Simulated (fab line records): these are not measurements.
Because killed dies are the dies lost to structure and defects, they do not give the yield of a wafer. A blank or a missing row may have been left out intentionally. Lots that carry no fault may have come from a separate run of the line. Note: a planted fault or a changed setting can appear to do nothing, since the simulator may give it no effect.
A struck lot beside a sound one | flow nand-harc | 15 out of 1302 route steps
Sound: the wafers L387.2, L387.3, L387.5. Struck: wafer L397.1 (L397.3, L397.6, from the same lot, were not struck and are left out); the cause is given at the end.
Each step with rows lists, per side, the tool, then ch with its chambers, then its first start. Under that, the readings that differ: sound wafers | struck wafers | difference of the means | sigmas: that difference in standard deviations of wafers without a fault.
alike: readings whose means differ by less than 2 such deviations, and words and numbers that are the same on both sides. not compared: withheld readings, readings that some wafer has no value for, bounds like >300 that may hide the same value, and numbers for which the record gives no deviation and whose values overlap.
A row with sigmas, a row that says differs or no value, or rows on one side alone: a step with any of these is where the two part. Numbers that don't overlap but have no deviation are shown without sigmas and don't part them. Lack of a reading on every wafer of one side parts them only where that side has two or more wafers.

first, 5 steps without rows for these wafers: NHARC_A_SGD_CUT_SOFTBAKE_04 (time 55 s); NHARC_A_SGD_CUT_EBR_05; NHARC_A_SGD_CUT_EXPOSE_06 (exposes mask SGD); NHARC_A_SGD_CUT_PEB_07 (peb time 65 s); NHARC_A_SGD_CUT_DEVELOP_08 (develop time 35 s).
NHARC_A_SGD_CUT_CD_MEAS_09: target cd 100 nm.
  sound on cd-sem-03 ch 0, day 22 01:22; struck on cd-sem-02 ch 0, day 25 12:35
  alike: cd-nm
NHARC_A_SGD_CUT_OVL_MEAS_10:
  struck on overlay-01, day 25 12:41; sound on overlay-01, day 22 01:27
  alike: overlay-x-nm, overlay-y-nm
NHARC_A_SGD_CUT_INSPECT_11:
  struck on defect-inspect-01, day 25 12:43; sound on defect-inspect-01, day 22 01:29
  alike: raw-defect-count
NHARC_A_SGD_CUT_DESCUM_14: chemistry O2, time 3 s.
  sound on rie-diel-02 ch 0,1,3, day 22 01:34; struck on rie-diel-11 ch 0, day 25 12:46
  alike: drypump-motor-current-A, oes-product-au, rf-vpp-V, showerhead-plenum-p-Torr, throttle-valve-pct
  not compared: rf-hours-counter-h
NHARC_A_SGD_CUT_ETCH_58: etches the open film in CF4, target depth 39 nm, time 65 s.
  sound on rie-diel-02 ch 2,3, day 22 01:38; struck on rie-diel-11 ch 0, day 25 12:52
  alike: drypump-motor-current-A, oes-product-au, rf-vpp-V, showerhead-plenum-p-Torr, throttle-valve-pct
  not compared: rf-hours-counter-h
NHARC_A_SGD_CUT_ETCH_59: etches the open film in N2/H2, target depth 260 nm, time 406.25 s.
  sound: rie-diel-02 ch 0,2,3; struck: rie-diel-11 ch 1
  reading             | sound             | struck | difference | sigmas
  n2-flow-sccm (sccm) | 149.8 150.0 150.0 | 151.0  | +1.1       | +3
  alike: drypump-motor-current-A, oes-product-au, rf-vpp-V, showerhead-plenum-p-Torr, throttle-valve-pct
  not compared: rf-hours-counter-h
NHARC_A_SGD_CUT_ETCH_15: etches the open film in CH3F/O2, target depth 75 nm, time 64.3 s.
  sound: rie-diel-02 ch 0,1,3; struck: rie-diel-11 ch 0
  reading               | sound             | struck | difference | sigmas
  oes-product-au (a.u.) | 0.980 0.970 0.977 | 0.932  | -0.044     | -2
  alike: drypump-motor-current-A, rf-vpp-V, showerhead-plenum-p-Torr, throttle-valve-pct
  not compared: rf-hours-counter-h
NHARC_A_SGD_CUT_ETCH_16: etches the open film in C4F8/O2/Ar, target depth 310.5 nm, time 155.2 s.
  sound on rie-diel-02 ch 1,3, day 22 02:08; struck on rie-diel-11 ch 3, day 25 13:22
  reading               | sound             | struck | difference | sigmas
  oes-product-au (a.u.) | 0.979 1.001 0.966 | 1.034  | +0.052     | +3
  alike: rf-vpp-V
  not compared: rf-hours-counter-h
then, 1 step without rows for these wafers: NHARC_A_SGD_CUT_STRIP_60 (strips in C4F8/O2/Ar).
-- the record jumps here: 5 days lie between the struck wafers' starts before and after (it left off in module A_SGD_CUT and takes up again in module END, whose first step shown is number 1302 of the route) --
NHARC_END_SORT_01:
  at this point the record logs the struck wafers (prober-02 ch 0, day 30 12:17) and has no rows for the sound ones

WHERE THEY PART
First at NHARC_A_SGD_CUT_ETCH_59; last, within this record, at NHARC_END_SORT_01.

WHY: what the simulator had put in
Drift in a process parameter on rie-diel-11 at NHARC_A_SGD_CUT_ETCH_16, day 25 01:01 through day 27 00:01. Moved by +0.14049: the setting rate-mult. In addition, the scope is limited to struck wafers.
